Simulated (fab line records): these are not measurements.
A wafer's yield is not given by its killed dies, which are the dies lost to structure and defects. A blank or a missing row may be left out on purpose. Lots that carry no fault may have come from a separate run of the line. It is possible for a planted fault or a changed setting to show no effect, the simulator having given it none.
fab line records + flow nand_harc
record
- lots=6
- wafers=18
- last_day=31
route steps=1302 shown A_SOURCE_PLATE@414 A_ONON_D1@424 END@1302
lots that met no fault: taken from a fault-free run of the same line
start_h: start of the lot's first displayed wafer, in hours after the record's first day + wait_h: hours from the lot's prior step to this one + " unchanged from the row above + L1.1+2: a single row standing in for several wafers + - no value, or no start given + * or withheld: withheld + < > ~ a bound
route shown NAME@n: a module of which the file shows steps, and the number in the route of the first + usual: mean and standard deviation over wafers with no fault + same: alike in all rows + chamber/n: place in a boat + sites: per-site readings + _std_site: the values' standard deviation + _edge_site: inner sites' mean taken away from outer sites' mean + radius_mm: how far each site lies from the wafer's centre + mask NAME#n: copy n + behind: tool/chamber where the wafer was last shaped + hold: cause of the lot's hold/its duration in hours/its outcome + device: names the non-switching transistor (n, p or np) + end of line: the route-end tests of the same wafers + a step given without rows: its recipe and nothing more + killed: dies lost to structure and defects at the first sort, not the wafer's yield + map: a wafer's dies, x killed, . not, _ none there
set.NAME: the setting as run; set.NAME@STEP: as run at that earlier step + model.NAME: the simulator's own value behind a step, which no gauge read
certain route steps with their lots: each step a table, each wafer a row
services: the hour from which a tool's chamber was out of use, counted from the record's first day as start_h (under 0 if before that day), plus the number of hours and why
## steps
# step NHARC_A_SOURCE_PLATE_SRD_01
# step NHARC_A_SOURCE_PLATE_OXIDE_02
# recipe
- target_thk_a=100
- temp_c=900
- ox_time_s=1362
- material=SiO2
# step NHARC_A_SOURCE_PLATE_THK_MEAS_09
# recipe
- thk_meas_gauge=ellipsometry
# usual
- thk_nm=9.7/1
| lot.wafer | tool          | chamber | start_h | wait_h | thk_nm |
|-----------|---------------|---------|---------|--------|--------|
| L834.1    | film_metro-02 | -       | 195.20  | 0.4    | 11.7   |
| L834.2    | "             | -       | "       | "      | 9.2    |
| L834.6    | "             | -       | "       | "      | 9.2    |
| L836.1    | film_metro-02 | -       | 219.45  | 0.4    | 9.5    |
| L836.4    | "             | -       | "       | "      | 9.3    |
| L836.6    | "             | -       | "       | "      | 9.6    |
| L837.3    | film_metro-01 | -       | 224.74  | 0.4    | 9.6    |
| L837.5    | "             | -       | "       | "      | 8.6    |
| L837.6    | "             | -       | "       | "      | 9.9    |
| L841.2    | film_metro-02 | -       | 269.96  | 0.4    | 10.6   |
| L841.4    | "             | -       | "       | "      | 9.0    |
| L841.6    | "             | -       | "       | "      | 9.9    |
| L847.1    | film_metro-02 | -       | 321.69  | 0.4    | 9.4    |
| L847.5    | "             | -       | "       | "      | 10.8   |
| L847.6    | "             | -       | "       | "      | 8.7    |
| L848.1    | film_metro-01 | -       | 333.37  | 0.4    | 8.4    |
| L848.2    | "             | -       | "       | "      | 10.6   |
| L848.4    | "             | -       | "       | "      | 10.6   |
# step NHARC_A_SOURCE_PLATE_PVD_04
# recipe
- target_thk_a=500
- material=WSi2
# step NHARC_A_SOURCE_PLATE_CVD_03
# recipe
- target_thk_a=2000
- temp_c=620
- pressure_mtorr=200
- time_s=4000
- material=poly-Si
# step NHARC_A_SOURCE_PLATE_ANNEAL_05
# recipe
- temp_c=850
- time_s=1800
# step NHARC_A_SOURCE_PLATE_THK_MEAS_06
# recipe
- thk_meas_gauge=ellipsometry
# usual
- thk_nm=200.7/2.1
| lot.wafer | tool          | chamber | start_h | wait_h | thk_nm |
|-----------|---------------|---------|---------|--------|--------|
| L834.1    | film_metro-01 | -       | 211.23  | 0.4    | 199.9  |
| L834.2    | "             | -       | "       | "      | 201.5  |
| L834.6    | "             | -       | "       | "      | 199.3  |
| L836.1    | film_metro-01 | -       | 232.46  | 0.4    | 198.3  |
| L836.4    | "             | -       | "       | "      | 197.3  |
| L836.6    | "             | -       | "       | "      | 195.8  |
| L837.3    | film_metro-02 | -       | 237.84  | 0.4    | 200.1  |
| L837.5    | "             | -       | "       | "      | 200.5  |
| L837.6    | "             | -       | "       | "      | 200.9  |
| L841.2    | film_metro-02 | -       | 282.94  | 0.4    | 200.3  |
| L841.4    | "             | -       | "       | "      | 201.8  |
| L841.6    | "             | -       | "       | "      | 202.5  |
| L847.1    | film_metro-02 | -       | 334.59  | 0.4    | 204.2  |
| L847.5    | "             | -       | "       | "      | 204.0  |
| L847.6    | "             | -       | "       | "      | 202.5  |
| L848.1    | film_metro-01 | -       | 347.27  | 0.4    | 203.2  |
| L848.2    | "             | -       | "       | "      | 199.9  |
| L848.4    | "             | -       | "       | "      | 200.3  |
# step NHARC_A_SOURCE_PLATE_INSPECT_08
# usual
- raw_defect_count=63/30
| lot.wafer | tool              | chamber | start_h | wait_h | raw_defect_count |
|-----------|-------------------|---------|---------|--------|------------------|
| L834.1    | defect_inspect-01 | -       | 211.29  | 0.0    | 33               |
| L834.2    | "                 | -       | "       | "      | 50               |
| L834.6    | "                 | -       | "       | "      | 29               |
| L836.1    | defect_inspect-02 | -       | 232.58  | 0.0    | 40               |
| L836.4    | "                 | -       | "       | "      | 77               |
| L836.6    | "                 | -       | "       | "      | 30               |
| L837.3    | defect_inspect-02 | -       | 237.92  | 0.0    | 53               |
| L837.5    | "                 | -       | "       | "      | 88               |
| L837.6    | "                 | -       | "       | "      | 71               |
| L841.2    | defect_inspect-01 | -       | 283.01  | 0.0    | 60               |
| L841.4    | "                 | -       | "       | "      | 57               |
| L841.6    | "                 | -       | "       | "      | 75               |
| L847.1    | defect_inspect-01 | -       | 334.65  | 0.0    | 58               |
| L847.5    | "                 | -       | "       | "      | 83               |
| L847.6    | "                 | -       | "       | "      | 33               |
| L848.1    | defect_inspect-01 | -       | 347.34  | 0.0    | 100              |
| L848.2    | "                 | -       | "       | "      | 92               |
| L848.4    | "                 | -       | "       | "      | 142              |
# step NHARC_A_ONON_D1_DEP_00
# recipe
- target_thk_a=10000
- n2_flow_sccm=2750
- n2o_flow_sccm=2000
- nh3_flow_sccm=500
- sih4_flow_sccm=210
- temp_c=400
# step NHARC_A_ONON_D1_THK_MEAS_02
# recipe
- thk_meas_gauge=ellipsometry
# usual
- thk_nm=1000/9.6
| lot.wafer | tool          | chamber | start_h | wait_h | thk_nm |
|-----------|---------------|---------|---------|--------|--------|
| L834.1    | film_metro-01 | -       | 211.87  | -      | 1003   |
| L834.2    | "             | -       | "       | "      | 1001   |
| L834.6    | "             | -       | "       | "      | 1005   |
| L836.1    | film_metro-01 | -       | 233.16  | -      | 1001   |
| L836.4    | "             | -       | "       | "      | 1000   |
| L836.6    | "             | -       | "       | "      | 999    |
| L837.3    | film_metro-01 | -       | 238.50  | -      | 978    |
| L837.5    | "             | -       | "       | "      | 977    |
| L837.6    | "             | -       | "       | "      | 977    |
| L841.2    | film_metro-02 | -       | 283.58  | -      | 992    |
| L841.4    | "             | -       | "       | "      | 994    |
| L841.6    | "             | -       | "       | "      | 993    |
| L847.1    | film_metro-02 | -       | 335.23  | -      | 992    |
| L847.5    | "             | -       | "       | "      | 993    |
| L847.6    | "             | -       | "       | "      | 991    |
| L848.1    | film_metro-01 | -       | 347.91  | -      | 1011   |
| L848.2    | "             | -       | "       | "      | 1009   |
| L848.4    | "             | -       | "       | "      | 1011   |
# step NHARC_A_ONON_D1_DEP_03
# recipe
- target_thk_a=10000
- n2_flow_sccm=2750
- n2o_flow_sccm=2000
- nh3_flow_sccm=500
- sih4_flow_sccm=210
- temp_c=400
# usual
- nh3_flow_sccm=499.8/1.6
- sih4_flow_sccm=210.1/0.55
| lot.wafer | tool          | chamber | start_h | wait_h | nh3_flow_sccm | sih4_flow_sccm |
|-----------|---------------|---------|---------|--------|---------------|----------------|
| L834.1    | pecvd_onon-01 | 0       | 211.92  | 0.1    | 496.9         | 210.3          |
| L834.2    | "             | 0       | "       | "      | 498.2         | 210.3          |
| L834.6    | "             | 0       | "       | "      | 497.5         | 210.0          |
| L836.1    | pecvd_onon-01 | 0       | 233.21  | 0.1    | 499.4         | 209.3          |
| L836.4    | "             | 0       | "       | "      | 496.6         | 210.0          |
| L836.6    | "             | 0       | "       | "      | 503.6         | 210.6          |
| L837.3    | pecvd_onon-01 | 0       | 238.67  | 0.2    | 502.4         | 209.5          |
| L837.5    | "             | 0       | "       | "      | 501.0         | 211.5          |
| L837.6    | "             | 0       | "       | "      | 503.0         | 210.1          |
| L841.2    | pecvd_onon-02 | 0       | 283.70  | 0.1    | 498.9         | 209.9          |
| L841.4    | "             | 0       | "       | "      | 501.4         | 209.2          |
| L841.6    | "             | 0       | "       | "      | 499.7         | 210.5          |
| L847.1    | pecvd_onon-03 | 0       | 335.28  | 0.1    | 498.1         | 210.3          |
| L847.5    | "             | 0       | "       | "      | 500.4         | 209.8          |
| L847.6    | "             | 0       | "       | "      | 500.0         | 209.8          |
| L848.1    | pecvd_onon-02 | 0       | 347.97  | 0.1    | 500.6         | 210.7          |
| L848.2    | "             | 0       | "       | "      | 502.7         | 210.8          |
| L848.4    | "             | 0       | "       | "      | 501.8         | 209.6          |
# step NHARC_A_ONON_D1_THK_MEAS_05
# recipe
- thk_meas_gauge=ellipsometry
# usual
- thk_nm=1000/9.7
| lot.wafer | tool          | chamber | start_h | wait_h | thk_nm |
|-----------|---------------|---------|---------|--------|--------|
| L834.1    | film_metro-01 | -       | 212.42  | -      | 985    |
| L834.2    | "             | -       | "       | "      | 986    |
| L834.6    | "             | -       | "       | "      | 986    |
| L836.1    | film_metro-01 | -       | 233.72  | -      | 1610   |
| L836.4    | "             | -       | "       | "      | 1610   |
| L836.6    | "             | -       | "       | "      | 1609   |
| L837.3    | film_metro-02 | -       | 239.06  | -      | 1626   |
| L837.5    | "             | -       | "       | "      | 1624   |
| L837.6    | "             | -       | "       | "      | 1625   |
| L841.2    | film_metro-02 | -       | 284.15  | -      | 987    |
| L841.4    | "             | -       | "       | "      | 987    |
| L841.6    | "             | -       | "       | "      | 986    |
| L847.1    | film_metro-02 | -       | 335.79  | -      | 1007   |
| L847.5    | "             | -       | "       | "      | 1006   |
| L847.6    | "             | -       | "       | "      | 1005   |
| L848.1    | film_metro-02 | -       | 348.50  | -      | 1009   |
| L848.2    | "             | -       | "       | "      | 1012   |
| L848.4    | "             | -       | "       | "      | 1012   |
# step NHARC_A_ONON_D1_DEP_06
# recipe
- target_thk_a=10000
- n2_flow_sccm=2750
- n2o_flow_sccm=2000
- nh3_flow_sccm=500
- sih4_flow_sccm=210
- temp_c=400
# step NHARC_END_SORT_01
# recipe
- temp_c=25
# usual
- killed_at_array=55/22
- killed_at_other=1.1/1.4
- killed_at_periphery=4/3.2
- killed_dies=59/22
- killed_open=3.3/1.8
- killed_short=2.5/1.5
# same
- gross_dies=677
| lot.wafer | tool      | chamber | start_h | wait_h | killed_at_array | killed_at_other | killed_at_periphery | killed_dies | killed_open | killed_short |
|-----------|-----------|---------|---------|--------|-----------------|-----------------|---------------------|-------------|-------------|--------------|
| L836.1    | prober-02 | 0       | 638.11  | 2.5    | 676             | 0               | 1                   | 677         | 4           | 1            |
| L836.4    | prober-02 | 0       | 640.53  | 3.4    | 673             | 0               | 4                   | 677         | 2           | 0            |
| L836.6    | prober-02 | 0       | 642.15  | 4.0    | 671             | 1               | 5                   | 677         | 3           | 3            |
# killed by level:class
L836.1 A_ONON_D1:area_dep=652 A_CHANNEL_HOLE_D2:chamber_film_flake=11 A_CHANNEL_HOLE_D1:chamber_film_flake=3 A_CONTACT:chamber_film_flake=3 A_STAIRCASE:chamber_film_flake=2 P_M0:geometric_particle:open=1 A_ONON_D1:geometric_particle:open=1 A_CHANNEL_HOLE_D1:geometric_particle:short=1
L836.4 A_ONON_D1:area_dep=652 A_CHANNEL_HOLE_D2:chamber_film_flake=11 P_STI:chamber_film_flake=3 A_STAIRCASE:chamber_film_flake=3 A_SLIT:chamber_film_flake=2 A_DECK1_JOINT:geometric_particle:open=1 A_SGD_CUT:geometric_particle:open=1 P_M2:chamber_film_flake=1
L836.6 A_ONON_D1:area_dep=638 A_CHANNEL_HOLE_D2:chamber_film_flake=10 A_CHANNEL_HOLE_D1:chamber_film_flake=6 A_DECK1_JOINT:chamber_film_flake=5 A_STAIRCASE:chamber_film_flake=5 P_STI:chamber_film_flake=4 A_CHANNEL_HOLE_D1:geometric_particle:open=2 A_DECK1_JOINT:geometric_particle:short=2
# map L836.1 (x killed, . not)
____________x____________
_________xxxxxxx_________
_______xxxxxxxxxxx_______
______xxxxxxxxxxxxx______
_____xxxxxxxxxxxxxxx_____
____xxxxxxxxxxxxxxxxx____
____xxxxxxxxxxxxxxxxx____
___xxxxxxxxxxxxxxxxxxx___
___xxxxxxxxxxxxxxxxxxx___
__xxxxxxxxxxxxxxxxxxxxx__
__xxxxxxxxxxxxxxxxxxxxx__
_xxxxxxxxxxxxxxxxxxxxxxx_
_xxxxxxxxxxxxxxxxxxxxxxx_
_xxxxxxxxxxxxxxxxxxxxxxx_
_xxxxxxxxxxxxxxxxxxxxxxx_
_xxxxxxxxxxxxxxxxxxxxxxx_
xxxxxxxxxxxxxxxxxxxxxxxxx
xxxxxxxxxxxxxxxxxxxxxxxxx
xxxxxxxxxxxxxxxxxxxxxxxxx
xxxxxxxxxxxxxxxxxxxxxxxxx
xxxxxxxxxxxxxxxxxxxxxxxxx
_xxxxxxxxxxxxxxxxxxxxxxx_
_xxxxxxxxxxxxxxxxxxxxxxx_
_xxxxxxxxxxxxxxxxxxxxxxx_
_xxxxxxxxxxxxxxxxxxxxxxx_
_xxxxxxxxxxxxxxxxxxxxxxx_
__xxxxxxxxxxxxxxxxxxxxx__
__xxxxxxxxxxxxxxxxxxxxx__
___xxxxxxxxxxxxxxxxxxx___
___xxxxxxxxxxxxxxxxxxx___
____xxxxxxxxxxxxxxxxx____
____xxxxxxxxxxxxxxxxx____
_____xxxxxxxxxxxxxxx_____
______xxxxxxxxxxxxx______
_______xxxxxxxxxxx_______
_________xxxxxxx_________
____________x____________
# map L834.2 (x killed, . not)
____________.____________
_________......._________
_______x.........._______
______.........x...______
_____..............._____
____...x.............____
____.................____
___..................x___
___............x.....x___
__..............x......__
__.....................__
_..............x........_
_..............x........_
_...........xxx........._
_..............xx......._
_...........x...x......._
......x...x..............
.........................
.x.......................
.............x...........
.........................
_..................xx..._
_...............x......._
_.................xx...x_
_.......x........xxxx..._
_..............x..xx.x.x_
__...............xxx.x.__
__..............x..xxxx__
___..x...........xx.xx___
___.x......x......x..x___
____................x____
____...........x..x..____
_____x.............._____
______...........x.______
_______..........._______
_________.....x._________
____________.____________
## services
| tool          | chamber | start_h | hours | kind |
|---------------|---------|---------|-------|------|
| pecvd_onon-03 | -       | 227.00  | 13.0  | pm   |
| pecvd_onon-01 | -       | 269.95  | 13.0  | pm   |
## key
first_sign
- step=NHARC_A_ONON_D1_THK_MEAS_05
- reading=thk_nm
- direction=up
- sigmas=63
- usual=1000
- struck=1617
effect
- step=NHARC_END_SORT_01
- reading=killed_dies
- direction=up
- sigmas=28
- usual=59
- struck=677
more_kills_born_at
- NHARC_A_ONON_D1_DEP_03@pecvd_onon-01=1942
met_at NHARC_A_ONON_D1_DEP_03
struck_wafers L836.1,L836.4,L836.6,L837.3,L837.5,L837.6
rows_end L837.3,L837.5,L837.6
later_rows_left_out L836.1,L836.4,L836.6
tester_left_out L836
onset_between 211.92 233.21
fault
- kind=process_parameter_drift
- tool=pecvd_onon-01
- chamber=0
- onset_h=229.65
- steps=NHARC_A_ONON_D1_DEP_03
- channel=target_thk_a
- offset=*
- shape=step
- acts_in=*
- stated=*
# tester_left_out: of these lots the tester's yield and bins aren't shown, on N5 and GAA mostly nor the transistor test; their killed dies are dies lost to structure and defects alone, not to doping, threshold or leakage, so they don't give the yield
# later_rows_left_out: the simulator's readings of these wafers behind a module that went badly wrong aren't trusted and aren't shown, but for the sort
# rows_end: these wafers met a further fault down the route, and their rows from its step on are left out
